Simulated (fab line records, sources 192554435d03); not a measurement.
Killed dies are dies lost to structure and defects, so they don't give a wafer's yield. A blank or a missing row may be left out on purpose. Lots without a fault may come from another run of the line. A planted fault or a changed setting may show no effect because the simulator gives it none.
fab line records | flow n5_finfet
record lots=8 wafers=24 last_day=20
route steps=1938 shown BEOL_M4@1111 BEOL_M5@1137 PASSIVATION@1936
lots that met no fault: from a run of the same line without faults
start_h: hours from the record's first day to the start of the lot's first wafer shown | wait_h: hours since the lot's step before | " the same as in the row above | L1.1+2: a row that stands for several wafers | - no value, or no start given | * or withheld: withheld | < > ~ a bound
route shown NAME@n: a module of which the file shows steps, and the number in the route of the first | usual: mean/standard deviation of fault-free wafers | same: alike in all rows | chamber/n: place in a boat | sites: the reading at each site | _std_site: their standard deviation | _edge_site: outer sites' mean less inner sites' | radius_mm: how far each site lies from the wafer's centre | mask NAME#n: copy n | behind: the tool/chamber that last shaped the wafer | hold: why the lot was held/for how many hours/how that ended | device: the transistor (n, p or np) that didn't switch | end of line: the same wafers' tests at the end of the route | a step without rows: its recipe alone | killed: dies lost to structure and defects at the first sort, not the wafer's yield | map: a wafer's dies, x killed, . not, _ none there
set.NAME: the setting as run; set.NAME@STEP: as run at that earlier step | model.NAME: the simulator's own value behind a step, which no gauge read
steps of the route over a sample of lots; a table a step, a row a wafer
services: from which hour (start_h, from the record's first day; less than 0 if before it) a tool's chamber was out of use, for how many hours, and why
## steps
# step N5_BEOL_M4_RC_MEAS_101
# usual DIBL_N=36.0/1.3 DIBL_P=36.2/1.7 IOFF_N=0.155/0.024 IOFF_P=0.21/0.034 ION_N=674/9 ION_P=463/7.1 SS_N=71.4/0.5 SS_P=73.4/0.57 VT_N=250.0/2.8 VT_P=-251/3.2
# columns lot.wafer tool chamber start_h wait_h DIBL_N[mV/V] DIBL_P[mV/V] IOFF_N[nA/um] IOFF_P[nA/um] ION_N[uA/um] ION_P[uA/um] SS_N[mV/dec] SS_P[mV/dec] VT_N[mV] VT_P[mV]
L350.1 prober-01 0 276.14 0.0 37.8 37.2 0.186 0.20 682 457 72.0 73.3 248.8 -254
L350.5 " 0 " " 35.8 35.1 0.156 0.18 681 458 70.8 73.1 248.2 -255
L350.6 " 0 " " 36.3 35.3 0.159 0.18 671 460 70.4 73.6 250.2 -255
L355.3 prober-01 0 310.47 0.3 34.8 35.8 0.141 0.19 666 463 72.3 73.6 248.4 -253
L355.5 " 0 " " 34.8 36.5 0.150 0.21 667 464 72.2 72.3 252.6 -249
L355.6 " 0 " " 34.4 35.5 0.139 0.19 662 457 71.7 73.4 248.3 -251
L354.3 prober-01 0 315.22 0.3 35.1 35.2 0.152 0.23 678 474 70.9 72.6 250.0 -247
L354.4 " 0 " " 36.7 37.5 0.187 0.26 689 475 71.5 73.5 246.1 -244
L354.6 " 0 " " 36.6 37.3 0.185 0.25 678 468 72.2 73.5 245.4 -246
L357.2 prober-02 0 319.44 0.2 38.0 38.0 0.180 0.24 680 466 71.8 73.8 249.6 -252
L357.4 " 0 " " 36.2 36.0 0.142 0.20 664 459 71.0 73.3 249.0 -252
L357.5 " 0 " " 36.5 35.8 0.143 0.20 667 463 71.7 73.8 253.3 -252
L358.1 prober-01 0 322.20 0.0 35.4 37.6 0.143 0.19 670 459 71.4 73.7 252.1 -254
L358.3 " 0 " " 34.7 37.2 0.137 0.18 666 456 71.4 73.1 250.1 -253
L358.4 " 0 " " 35.4 38.1 0.149 0.20 676 467 72.0 73.9 250.3 -251
L346.1 prober-02 0 347.29 0.0 36.1 37.0 0.162 0.20 674 458 71.9 73.4 249.5 -251
L346.2 " 0 " " 36.3 37.2 0.155 0.20 663 451 71.7 72.9 251.1 -254
L346.6 " 0 " " 34.5 35.2 0.132 0.18 660 453 71.2 73.7 252.5 -254
L364.1 prober-01 0 347.71 0.0 35.7 34.9 0.135 0.20 676 464 70.9 73.0 251.9 -251
L364.2 " 0 " " 34.8 34.3 0.120 0.19 668 464 71.0 72.4 255.6 -249
L364.6 " 0 " " 34.3 34.5 0.121 0.19 664 464 70.4 72.5 253.3 -250
L361.1 prober-01 0 369.43 0.0 34.5 35.1 0.136 0.18 669 456 70.9 73.0 251.0 -253
L361.2 " 0 " " 36.4 37.7 0.172 0.22 680 468 71.4 73.1 246.8 -251
L361.6 " 0 " " 35.0 35.5 0.146 0.19 671 467 71.5 72.6 249.7 -251
# step N5_BEOL_M5_STRIP_19
# recipe chemistry=O2 power_w=400 temp_c=40 pressure_mtorr=30 rf_frequency_hz=6e+07 bias_power_w=0 overash_fraction=0.2 o2_flow_sccm=225
# usual drypump_motor_current_A=5.8/0.57 oes_product_au=0.78/0.076 rf_vpp_V=3.7/0.46 showerhead_plenum_p_Torr=2.09/0.064 throttle_valve_pct=16.78/0.2
# columns lot.wafer tool chamber start_h wait_h drypump_motor_current_A oes_product_au rf_hours_counter_h rf_vpp_V showerhead_plenum_p_Torr throttle_valve_pct
L350.1 rie_diel-03 1 279.66 0.1 6.1 0.71 179 3.6 2.00 16.41
L350.5 " 3 " " 5.4 0.85 - 4.4 2.13 16.74
L350.6 " 2 " " 5.0 0.73 - 4.4 2.17 16.76
L355.3 rie_diel-03 3 313.53 0.1 5.3 0.84 75 3.7 2.12 16.77
L355.5 " 1 " " 6.1 0.71 - 4.5 2.00 16.41
L355.6 " 2 " " 5.0 0.73 - 3.6 2.17 16.76
L354.3 rie_diel-01 0 318.70 0.1 6.6 0.76 135 3.7 2.02 17.09
L354.4 " 3 " " 6.0 0.87 48 3.9 2.05 16.76
L354.6 " 1 " " 6.2 0.73 - 3.7 2.10 16.80
L357.2 rie_diel-06 1 322.53 0.1 5.2 0.91 23 3.5 2.14 16.48
L357.4 " 2 " " 6.4 0.74 191 2.7 2.00 16.81
L357.5 " 2 " " 6.4 0.74 - 3.2 1.99 16.79
L358.1 rie_diel-03 2 327.36 0.2 5.0 0.72 185 3.8 2.17 16.77
L358.3 " 3 " " 5.4 0.83 80 3.3 2.12 16.75
L358.4 " 0 " " 5.5 0.69 234 3.7 2.07 17.03
L346.1 rie_diel-03 2 351.53 0.1 5.0 0.71 192 3.8 2.16 16.79
L346.2 " 3 " " 5.4 0.83 87 3.4 2.12 16.75
L346.6 " 2 " " 5.0 0.71 - 3.8 2.16 16.80
L364.1 rie_diel-01 1 352.13 0.3 6.3 0.73 196 4.3 2.09 16.83
L364.2 " 3 " " 6.0 0.85 58 3.5 2.04 16.78
L364.6 " 0 " " 6.6 0.76 - 3.3 2.02 17.10
L361.1 rie_diel-03 1 372.74 0.1 6.1 0.70 201 4.2 2.00 16.43
L361.2 " 0 " " 5.6 0.69 247 4.5 2.07 17.06
L361.6 " 3 " " 5.3 0.82 - 4.4 2.12 16.78
# step N5_BEOL_M5_VIA_ETCH_34
# recipe chemistry=C4F6/O2 target=SiCOH_lowk target_depth_a=883 mask_material=SOC taper_deg=4 time_s=39.2 ion_energy_ev=250 pressure_mtorr=30 source_w=345 bias_w=185 Ar_flow_sccm=300 C4F6_flow_sccm=10 O2_flow_sccm=10
# usual drypump_motor_current_A=6.0/0.55 oes_product_au=0.79/0.074 rf_vpp_V=667/6.1 run_length_s=62.4/0.4 showerhead_plenum_p_Torr=2.84/0.086 throttle_valve_pct=21.02/0.2
# columns lot.wafer tool chamber start_h wait_h drypump_motor_current_A oes_product_au rf_hours_counter_h rf_vpp_V run_length_s showerhead_plenum_p_Torr throttle_valve_pct
L350.1 rie_diel-01 1 280.59 0.0 6.3 0.73 174 670 63.3 2.83 20.84
L350.5 " 0 " " 6.6 0.76 - 667 62.8 2.75 21.27
L350.6 " 3 " " 6.0 0.89 - 658 62.1 2.78 20.95
L355.3 rie_diel-01 1 316.84 0.0 6.3 0.72 185 669 62.8 2.82 20.88
L355.5 " 0 " " 6.6 0.77 - 668 63.1 2.74 21.28
L355.6 " 1 " " 6.3 0.72 - 668 62.7 2.82 20.86
L354.3 rie_diel-01 1 322.75 0.0 6.2 0.72 187 668 63.1 2.82 20.87
L354.4 " 0 " " 6.6 0.76 136 668 62.9 2.74 21.30
L354.6 " 0 " " 6.6 0.76 - 667 62.7 2.74 21.29
L357.2 rie_diel-01 0 323.81 0.0 6.6 0.76 137 668 62.6 2.74 21.30
L357.4 " 2 " " 6.4 0.84 60 672 62.6 3.00 21.10
L357.5 " 2 " " 6.4 0.84 - 673 62.2 2.99 21.10
L358.1 rie_diel-01 3 329.05 0.0 5.9 0.87 50 656 61.9 2.77 20.97
L358.3 " 0 " " 6.6 0.76 137 668 62.5 2.74 21.30
L358.4 " 1 " " 6.3 0.72 189 667 62.7 2.82 20.87
L346.1 rie_diel-06 2 353.81 0.0 6.4 0.73 201 656 62.3 2.73 21.08
L346.2 " 0 " " 6.4 0.91 17 668 61.8 2.91 20.97
L346.6 " 2 " " 6.4 0.72 - 657 63.0 2.73 21.09
L364.1 rie_diel-03 1 354.23 0.0 6.1 0.72 197 657 62.7 2.71 20.52
L364.2 " 2 " " 5.0 0.72 193 679 62.8 2.95 21.06
L364.6 " 1 " " 6.1 0.71 - 653 62.4 2.71 20.52
L361.1 rie_diel-06 0 373.54 0.0 6.4 0.89 23 669 62.3 2.91 20.98
L361.2 " 1 " " 5.2 0.88 40 673 62.5 2.89 20.67
L361.6 " 3 " " 5.2 0.76 - 667 61.8 2.85 21.15
# step N5_BEOL_M5_STRIP_36
# recipe chemistry=N2/H2 power_w=450 temp_c=40 pressure_mtorr=20 rf_frequency_hz=6e+07 overash_fraction=0.3 bias_power_w=7 h2_frac=0.5 n2_flow_sccm=200 h2_flow_sccm=200
# usual drypump_motor_current_A=6.0/0.55 oes_product_au=0.79/0.074 rf_vpp_V=59.1/1.6 showerhead_plenum_p_Torr=2.53/0.085 throttle_valve_pct=23.85/0.21
# columns lot.wafer tool chamber start_h wait_h drypump_motor_current_A oes_product_au rf_hours_counter_h rf_vpp_V showerhead_plenum_p_Torr throttle_valve_pct
L350.1 rie_diel-01 1 280.64 0.0 6.3 0.74 174 55.8 2.53 23.69
L350.5 " 0 " " 6.7 0.78 - 60.0 2.44 23.99
L350.6 " 3 " " 6.0 0.91 - 60.0 2.47 23.66
L355.3 rie_diel-01 1 316.89 0.0 6.3 0.72 185 55.8 2.52 23.71
L355.5 " 0 " " 6.6 0.76 - 57.8 2.44 24.03
L355.6 " 1 " " 6.3 0.72 - 58.4 2.52 23.72
L354.3 rie_diel-01 1 322.79 0.0 6.2 0.72 187 60.3 2.52 23.72
L354.4 " 0 " " 6.6 0.77 136 57.7 2.44 24.00
L354.6 " 0 " " 6.6 0.76 - 58.1 2.44 24.00
L357.2 rie_diel-01 0 323.85 0.0 6.6 0.76 137 56.7 2.44 23.99
L357.4 " 2 " " 6.4 0.84 60 58.2 2.69 24.10
L357.5 " 2 " " 6.4 0.83 - 59.5 2.69 24.08
L358.1 rie_diel-01 3 329.10 0.0 6.0 0.86 50 57.8 2.47 23.67
L358.3 " 0 " " 6.6 0.76 137 59.3 2.44 24.00
L358.4 " 1 " " 6.3 0.72 189 57.4 2.52 23.71
L346.1 rie_diel-06 2 353.86 0.0 6.4 0.72 201 59.9 2.41 23.89
L346.2 " 0 " " 6.4 0.89 17 59.8 2.59 23.85
L346.6 " 2 " " 6.4 0.72 - 58.8 2.42 23.87
L364.1 rie_diel-03 1 354.28 0.0 6.1 0.70 197 57.9 2.42 23.56
L364.2 " 2 " " 5.0 0.71 193 60.3 2.62 23.69
L364.6 " 1 " " 6.1 0.70 - 58.3 2.42 23.57
L361.1 rie_diel-06 0 373.58 0.0 6.5 0.90 23 61.6 2.59 23.86
L361.2 " 1 " " 5.2 0.89 40 61.0 2.58 23.45
L361.6 " 3 " " 5.2 0.76 - 60.0 2.55 24.13
# step N5_BEOL_M5_TRENCH_ETCH_37
# recipe chemistry=C4F6/O2 target_depth_a=716.52 target=SiCOH_lowk time_s=24.7 ion_energy_ev=250 pressure_mtorr=30 source_w=345 bias_w=185 Ar_flow_sccm=300 C4F6_flow_sccm=10 O2_flow_sccm=10
# usual drypump_motor_current_A=6.0/0.55 oes_product_au=0.79/0.075 rf_vpp_V=667/6.1 run_length_s=47.9/0.39 showerhead_plenum_p_Torr=2.84/0.086 throttle_valve_pct=21.06/0.2
# columns lot.wafer tool chamber start_h wait_h drypump_motor_current_A oes_product_au rf_hours_counter_h rf_vpp_V run_length_s showerhead_plenum_p_Torr throttle_valve_pct
L350.1 rie_diel-01 1 280.68 - 6.3 0.73 174 668 48.5 2.83 20.89
L350.5 " 0 " " 6.6 0.77 - 667 48.8 2.75 21.32
L350.6 " 3 " " 6.0 0.90 - 657 47.2 2.78 21.00
L355.3 rie_diel-01 1 316.93 - 6.3 0.72 185 668 48.3 2.82 20.92
L355.5 " 0 " " 6.7 0.76 - 668 48.2 2.74 21.32
L355.6 " 1 " " 6.3 0.72 - 668 48.3 2.82 20.91
L354.3 rie_diel-01 1 322.83 - 6.3 0.72 187 667 48.4 2.82 20.92
L354.4 " 0 " " 6.7 0.76 136 668 64.6 2.74 21.33
L354.6 " 0 " " 6.6 0.77 - 668 64.8 2.74 21.33
L357.2 rie_diel-01 0 323.89 - 6.6 0.76 137 668 64.8 2.74 21.32
L357.4 " 2 " " 6.4 0.85 60 672 47.5 2.99 21.16
L357.5 " 2 " " 6.4 0.84 - 671 47.5 2.99 21.16
L358.1 rie_diel-01 3 329.14 - 6.0 0.86 50 658 47.2 2.77 21.03
L358.3 " 0 " " 6.6 0.76 137 669 65.2 2.74 21.33
L358.4 " 1 " " 6.3 0.72 189 668 48.3 2.82 20.92
L346.1 rie_diel-06 2 353.90 - 6.4 0.73 201 657 48.6 2.73 21.13
L346.2 " 0 " " 6.4 0.90 17 669 47.6 2.91 21.02
L346.6 " 2 " " 6.4 0.73 - 657 48.5 2.73 21.11
L364.1 rie_diel-03 1 354.32 - 6.2 0.70 197 655 47.7 2.71 20.57
L364.2 " 2 " " 5.0 0.72 193 677 48.1 2.95 21.10
L364.6 " 1 " " 6.2 0.71 - 658 48.0 2.71 20.58
L361.1 rie_diel-06 0 373.62 - 6.4 0.89 23 670 47.6 2.91 21.04
L361.2 " 1 " " 5.2 0.87 40 674 48.4 2.88 20.72
L361.6 " 3 " " 5.2 0.76 - 666 47.4 2.85 21.21
# step N5_BEOL_M5_OCD_MEAS_38
# usual trench_depth_nm=72.0/1
# columns lot.wafer tool chamber start_h wait_h trench_depth_nm
L350.1 ocd-01 - 280.83 - 71.1
L350.5 " - " " 71.2
L350.6 " - " " 73.4
L355.3 ocd-01 - 317.08 - 70.4
L355.5 " - " " 71.7
L355.6 " - " " 70.9
L354.3 ocd-01 - 322.99 - 70.7
L354.4 " - " " 119.5
L354.6 " - " " 120.6
L357.2 ocd-01 - 324.05 - 119.7
L357.4 " - " " 73.9
L357.5 " - " " 73.6
L358.1 ocd-02 - 329.29 - 72.4
L358.3 " - " " 119.8
L358.4 " - " " 71.5
L346.1 ocd-02 - 354.05 - 71.1
L346.2 " - " " 72.8
L346.6 " - " " 71.6
L364.1 ocd-01 - 354.47 - 71.6
L364.2 " - " " 71.0
L364.6 " - " " 71.5
L361.1 ocd-01 - 373.78 - 73.3
L361.2 " - " " 72.8
L361.6 " - " " 71.6
# step N5_BEOL_M5_THK_MEAS_53
# recipe thk_meas_gauge=xrf reads=Cu_of_BEOL_M5_ECD_50
# usual M5_THK=62.7/1.5
# columns lot.wafer tool chamber start_h wait_h M5_THK[nm]
L350.1 film_metro-01 - 287.34 - 61.3
L350.5 " - " " 61.9
L350.6 " - " " 63.5
L355.3 film_metro-02 - 324.53 - 60.6
L355.5 " - " " 62.7
L355.6 " - " " 61.9
L354.3 film_metro-01 - 331.23 - 62.6
L354.4 " - " " 112.7
L354.6 " - " " 111.5
L357.2 film_metro-02 - 332.52 - 108.9
L357.4 " - " " 62.3
L357.5 " - " " 62.2
L358.1 film_metro-02 - 336.14 - 59.9
L358.3 " - " " 107.6
L358.4 " - " " 59.7
L346.1 film_metro-01 - 361.08 - 62.5
L346.2 " - " " 64.0
L346.6 " - " " 61.4
L364.1 film_metro-01 - 362.23 - 63.1
L364.2 " - " " 63.1
L364.6 " - " " 64.0
L361.1 film_metro-02 - 381.27 - 63.3
L361.2 " - " " 61.8
L361.6 " - " " 61.1
# step N5_BEOL_M5_RS_MEAS_57
# recipe thk_meas_gauge=four-point-probe reads=Co_of_BEOL_M5_CO_CAP_78+Cu_of_BEOL_M5_ECD_50+Co_of_BEOL_M5_CVD_47+TaN_of_BEOL_M5_ALD_86
# usual M5_RS=0.388/0.01
# columns lot.wafer tool chamber start_h wait_h M5_RS[ohm/sq]
L350.1 film_metro-01 - 287.60 0.0 0.401
L350.5 " - " " 0.395
L350.6 " - " " 0.384
L355.3 film_metro-02 - 324.79 0.1 0.398
L355.5 " - " " 0.379
L355.6 " - " " 0.391
L354.3 film_metro-01 - 331.49 0.1 0.393
L354.4 " - " " 0.198
L354.6 " - " " 0.200
L357.2 film_metro-01 - 332.78 0.1 0.200
L357.4 " - " " 0.384
L357.5 " - " " 0.386
L358.1 film_metro-02 - 336.45 0.0 0.395
L358.3 " - " " 0.200
L358.4 " - " " 0.399
L346.1 film_metro-02 - 361.40 0.0 0.390
L346.2 " - " " 0.381
L346.6 " - " " 0.399
L364.1 film_metro-01 - 362.49 0.0 0.388
L364.2 " - " " 0.391
L364.6 " - " " 0.382
L361.1 film_metro-02 - 381.53 0.0 0.379
L361.2 " - " " 0.391
L361.6 " - " " 0.393
# step N5_PASSIVATION_PROBE_49
# usual defect_limited_yield=90.8/1.7 killed_at_M0_to_M3=37/12 killed_at_M4_up=15/5.6 killed_at_contacts=13/6.9 killed_at_front_end=40/11 killed_at_other=4/3.2 killed_dies=109/20 killed_on_rim=14/4.3 killed_open=73/15 killed_short=35/8.3 sort_bin_5_function=5.4/1.1 sort_bin_6_memory=3.5/0.73 sort_n_pass=1071/20 sort_yield_pct=90.8/1.7
# same gross_dies=1180 killed_at_back_side=0 sort_bin_4_leakage[%]=0 sort_bin_8_speed[%]=0
# columns lot.wafer tool chamber start_h wait_h defect_limited_yield[%] killed_at_M0_to_M3 killed_at_M4_up killed_at_contacts killed_at_front_end killed_at_other killed_dies killed_on_rim killed_open killed_short sort_bin_5_function[%] sort_bin_6_memory[%] sort_n_pass sort_yield_pct[%]
L357.2 prober-01 - 425.93 0.1 12.3 42 940 14 38 1 1035 117 64 44 5.9 3.0 145 12.3
L357.4 prober-01 - 426.03 0.2 90.1 38 17 17 37 8 117 17 69 48 5.3 4.4 1063 90.1
L357.5 prober-01 - 426.08 0.2 93.3 34 11 15 18 1 79 11 47 31 4.2 2.1 1101 93.3
L354.3 prober-02 - 426.95 0.1 91.6 36 8 12 33 10 99 16 58 41 5.5 2.7 1081 91.6
L354.4 prober-02 - 427.00 0.2 23.3 41 808 21 34 1 905 102 64 42 5.4 3.4 275 23.3
L354.6 prober-02 - 427.10 0.3 9.7 28 996 9 24 9 1066 146 58 25 4.0 3.0 114 9.7
L358.1 prober-01 - 431.19 0.0 90.4 20 26 16 44 7 113 12 79 33 5.7 3.4 1067 90.4
L358.3 prober-01 - 431.29 0.1 13.9 24 943 9 38 2 1016 127 57 37 5.2 2.5 164 13.9
L358.4 prober-01 - 431.34 0.2 89.9 48 10 8 51 2 119 11 80 38 5.8 4.0 1061 89.9
# killed by level:class
L357.2 BEOL_M5:area_etch=927 BEOL_M2:geometric_particle:open=16 FIN_SAQP:geometric_particle:open=9 MOL_CONTACT_COAG:geometric_particle:open=9 GATE_CUT:geometric_particle:short=8 FIN_SAQP:geometric_particle:short=7 BEOL_M0_SAQP:geometric_particle:short=6 BEOL_M2:geometric_particle:short=6
L357.4 MOL_CONTACT_COAG:geometric_particle:open=14 BEOL_M0_SAQP:geometric_particle:short=9 FIN_SAQP:geometric_particle:open=7 GATE_CUT:geometric_particle:short=7 BEOL_M2:geometric_particle:open=6 BEOL_M2:geometric_particle:short=6 BEOL_M3:geometric_particle:open=6 BEOL_M4:geometric_particle:open=6
L357.5 MOL_CONTACT_COAG:geometric_particle:open=14 BEOL_M2:geometric_particle:short=8 FIN_SAQP:geometric_particle:short=6 BEOL_M2:geometric_particle:open=6 BEOL_M5:geometric_particle:open=6 BEOL_M0_SAQP:geometric_particle:short=5 STI_FIN_REVEAL:geometric_particle:open=4 BEOL_M1:geometric_particle:open=4
L354.3 MOL_CONTACT_COAG:geometric_particle:open=10 BEOL_M0_SAQP:geometric_particle:short=10 FIN_SAQP:geometric_particle:open=8 BEOL_M2:geometric_particle:open=7 STI_FIN_REVEAL:geometric_particle:open=6 BEOL_M0_SAQP:geometric_particle:open=6 FIN_SAQP:geometric_particle:short=5 BEOL_M2:geometric_particle:short=5
L354.4 BEOL_M5:area_etch=797 MOL_CONTACT_COAG:geometric_particle:open=14 BEOL_M0_SAQP:geometric_particle:open=12 BEOL_M0_SAQP:geometric_particle:short=11 GATE_CUT:geometric_particle:open=7 MOL_CONTACT_COAG:geometric_particle:short=7 BEOL_M2:geometric_particle:open=7 BEOL_M2:geometric_particle:short=5
L354.6 BEOL_M5:area_etch=982 BEOL_M2:geometric_particle:open=10 MOL_CONTACT_COAG:geometric_particle:open=7 BEOL_M0_SAQP:geometric_particle:open=7 BEOL_M4:geometric_particle:open=6 STI_FIN_REVEAL:geometric_particle:open=5 PASS1_DEP:geometric_particle:short=5 BEOL_M0_SAQP:geometric_particle:short=4
L358.1 MOL_CONTACT_COAG:geometric_particle:open=13 STI_FIN_REVEAL:geometric_particle:open=9 BEOL_M4:geometric_particle:open=9 FIN_SAQP:geometric_particle:open=7 FIN_SAQP:geometric_particle:short=6 BEOL_M3:geometric_particle:open=6 BEOL_M5:geometric_particle:open=6 BEOL_M7:geometric_particle:open=5
L358.3 BEOL_M5:area_etch=922 BEOL_M4:geometric_particle:open=15 FIN_SAQP:geometric_particle:open=12 FIN_SAQP:geometric_particle:short=7 MOL_CONTACT_COAG:geometric_particle:open=6 BEOL_M0_SAQP:geometric_particle:short=6 BEOL_M0_SAQP:geometric_particle:open=5 STI_FIN_REVEAL:geometric_particle:open=4
L358.4 FIN_SAQP:geometric_particle:open=18 FIN_SAQP:geometric_particle:short=15 BEOL_M0_SAQP:geometric_particle:open=11 BEOL_M0_SAQP:geometric_particle:short=10 STI_FIN_REVEAL:geometric_particle:open=7 MOL_CONTACT_COAG:geometric_particle:open=7 BEOL_M1:geometric_particle:open=7 BEOL_M3:geometric_particle:open=7
## services
# columns tool chamber start_h hours kind
rie_diel-06 3 281.08 5.0 repair
rie_diel-06 1 284.55 4.9 repair
rie_diel-06 0 289.47 - clean
rie_diel-06 0 289.47 - consumable_replace:focus_ring
rie_diel-06 0 289.47 12.7 scheduled_down
rie_diel-06 0 289.47 12.7 vent_cycle
rie_diel-03 - 293.56 16.0 repair
## key
first_sign step=N5_BEOL_M5_TRENCH_ETCH_37 reading=run_length_s direction=up sigmas=43 usual=* struck=*
effect step=N5_BEOL_M5_OCD_MEAS_38 reading=trench_depth_nm direction=up sigmas=47 usual=72.0 struck=119.9
effect step=N5_BEOL_M5_THK_MEAS_53 reading=M5_THK direction=up sigmas=32 usual=62.7 struck=110.2
effect step=N5_BEOL_M5_RS_MEAS_57 reading=M5_RS direction=down sigmas=18 usual=0.388 struck=0.199
effect step=N5_PASSIVATION_PROBE_49 reading=killed_at_M4_up direction=up sigmas=99+ usual=15 struck=922
more_kills_born_at N5_BEOL_M5_TRENCH_ETCH_37@rie_diel-01=3628
met_at N5_BEOL_M5_TRENCH_ETCH_37
struck_lots L354,L357,L358
struck_wafers L354.4,L354.6,L357.2,L358.3
later_rows_left_out L354.4,L354.6,L357.2,L358.3
not_acting_at N5_BEOL_M5_STRIP_19,N5_BEOL_M5_VIA_ETCH_34,N5_BEOL_M5_STRIP_36
onset_between 316.93 322.83
fault kind=process_parameter_drift tool=rie_diel-01 chamber=0 onset_h=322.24 steps=N5_BEOL_M5_TRENCH_ETCH_37 channel=time_s offset=* shape=step end_h=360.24 acts_in=* stated=*
# later_rows_left_out: the simulator's readings of these wafers behind a module that went badly wrong aren't trusted and aren't shown, but for the sort
